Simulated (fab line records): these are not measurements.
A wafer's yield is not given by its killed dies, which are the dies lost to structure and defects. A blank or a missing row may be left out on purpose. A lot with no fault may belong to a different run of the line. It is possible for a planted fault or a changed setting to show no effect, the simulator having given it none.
Which tool was responsible? + flow n5-finfet + 11 lots with 32 wafers sampled at 3 steps, on a route of 1938 steps

## WHAT EACH GAUGE READ, for each wafer
N5_BEOL_M9_INSPECT_58: inspects for defects (darkfield). Usual: raw-defect-count at 71, with a standard deviation of 24.
| lot  | measured     | on                | raw-defect-count | flag |
|------|--------------|-------------------|------------------|------|
| L611 | day 9 04:29  | defect-inspect-02 | 77 61 64         |      |
| L612 | day 10 01:07 | defect-inspect-01 | 75 115 94        |      |
| L614 | day 10 05:04 | defect-inspect-01 | 73 51 67         |      |
| L613 | day 10 07:01 | defect-inspect-01 | 78 54 81         |      |
| L615 | day 10 17:01 | defect-inspect-02 | 40 65 37         |      |
| L617 | day 11 02:11 | defect-inspect-02 | 69 75 46         |      |
| L616 | day 11 03:44 | defect-inspect-02 | 82 63 52         |      |
| L618 | day 11 07:08 | defect-inspect-02 | 77 57 84         |      |
| L623 | day 13 07:59 | defect-inspect-01 | 122 86 59        |      |
| L629 | day 14 07:19 | defect-inspect-01 | 83 89            |      |
| L633 | day 15 18:12 | defect-inspect-01 | 84 56 106        |      |

## TOOL THAT RAN EACH LOT (tool first, then ch and the chambers of the sampled wafers, then the start)
| lot  | N5_BEOL_M9_CVD_78                | N5_BEOL_M9_ANNEAL_51             |
|------|----------------------------------|----------------------------------|
| L611 | cvd-co-01 ch 0,1,2, day 9 03:16  | rtp-anneal-02 ch 0, day 9 03:52  |
| L612 | cvd-co-02 ch 0,1,2, day 9 23:52  | rtp-anneal-01 ch 0, day 10 00:24 |
| L614 | cvd-co-02 ch 0,1,2, day 10 03:38 | rtp-anneal-02 ch 0, day 10 04:20 |
| L613 | cvd-co-01 ch 0,1,2, day 10 05:34 | rtp-anneal-01 ch 0, day 10 06:14 |
| L615 | cvd-co-02 ch 1,2, day 10 15:55   | rtp-anneal-01 ch 0, day 10 16:16 |
| L617 | cvd-co-02 ch 1,2, day 10 23:56   | rtp-anneal-02 ch 0, day 11 01:26 |
| L616 | cvd-co-02 ch 0,1, day 11 02:38   | rtp-anneal-01 ch 0, day 11 03:02 |
| L618 | cvd-co-01 ch 0,1, day 11 05:34   | rtp-anneal-01 ch 0, day 11 06:26 |
| L623 | cvd-co-02 ch 0,2, day 13 06:51   | rtp-anneal-02 ch 0, day 13 07:14 |
| L629 | cvd-co-01 ch 0, day 14 06:01     | rtp-anneal-01 ch 0, day 14 06:34 |
| L633 | cvd-co-01 ch 0,1,2, day 15 17:03 | rtp-anneal-02 ch 0, day 15 17:27 |
- N5_BEOL_M9_CVD_78: deposits Co from CCTBA/H2, target thk 2 nm, time 138.9 s.
- N5_BEOL_M9_ANNEAL_51: time 90 s.

## WHAT THE TOOLS THEMSELVES READ (means of the sampled wafers that have a number; where no wafer has one, the mark that the record gives instead)
N5_BEOL_M9_CVD_78. Usual: run-length-s at 161.7 s, with a standard deviation of 0.57.
| lot  | tool      | run-length-s (s) | flag |
|------|-----------|------------------|------|
| L611 | cvd-co-01 | 162.0            |      |
| L612 | cvd-co-02 | 161.2            |      |
| L614 | cvd-co-02 | 161.5            |      |
| L613 | cvd-co-01 | 162.2            |      |
| L615 | cvd-co-02 | 161.9            |      |
| L617 | cvd-co-02 | 161.8            |      |
| L616 | cvd-co-02 | 161.4            |      |
| L618 | cvd-co-01 | 162.0            |      |
| L623 | cvd-co-02 | 160.7            |      |
| L629 | cvd-co-01 | 162.8            |      |
| L633 | cvd-co-01 | 162.4            |      |

N5_BEOL_M9_ANNEAL_51. Usual: wafer_temp_C_max at 225.73, with a standard deviation of 0.22.
| lot  | tool          | wafer_temp_C_max | flag |
|------|---------------|------------------|------|
| L611 | rtp-anneal-02 | 225.64           |      |
| L612 | rtp-anneal-01 | 225.54           |      |
| L614 | rtp-anneal-02 | 225.81           |      |
| L613 | rtp-anneal-01 | 225.57           |      |
| L615 | rtp-anneal-01 | 225.62           |      |
| L617 | rtp-anneal-02 | 225.81           |      |
| L616 | rtp-anneal-01 | 225.69           |      |
| L618 | rtp-anneal-01 | 225.50           |      |
| L623 | rtp-anneal-02 | 225.80           |      |
| L629 | rtp-anneal-01 | 225.71           |      |
| L633 | rtp-anneal-02 | 225.61           |      |

## THE ANSWER, worked out from the rows above alone
Rule: take the mean of a lot's wafers that have a number; if it is more than 3 standard deviations from the usual mean, the lot is off. A lot without any number at a reading at which 4 lots or more have one is off too. All remaining lots with rows at the step are treated as sound. The gauges are gone through in route order, then the tools' own readings, and for those a lot's mean is taken as printed above. At the first step where some lot is off, the reading lying furthest off is the one used; lots without a number count as furthest.
Across all readings shown, no lot is off: no conclusion can be drawn from this.

## WHAT THE SIMULATOR HAD INSERTED
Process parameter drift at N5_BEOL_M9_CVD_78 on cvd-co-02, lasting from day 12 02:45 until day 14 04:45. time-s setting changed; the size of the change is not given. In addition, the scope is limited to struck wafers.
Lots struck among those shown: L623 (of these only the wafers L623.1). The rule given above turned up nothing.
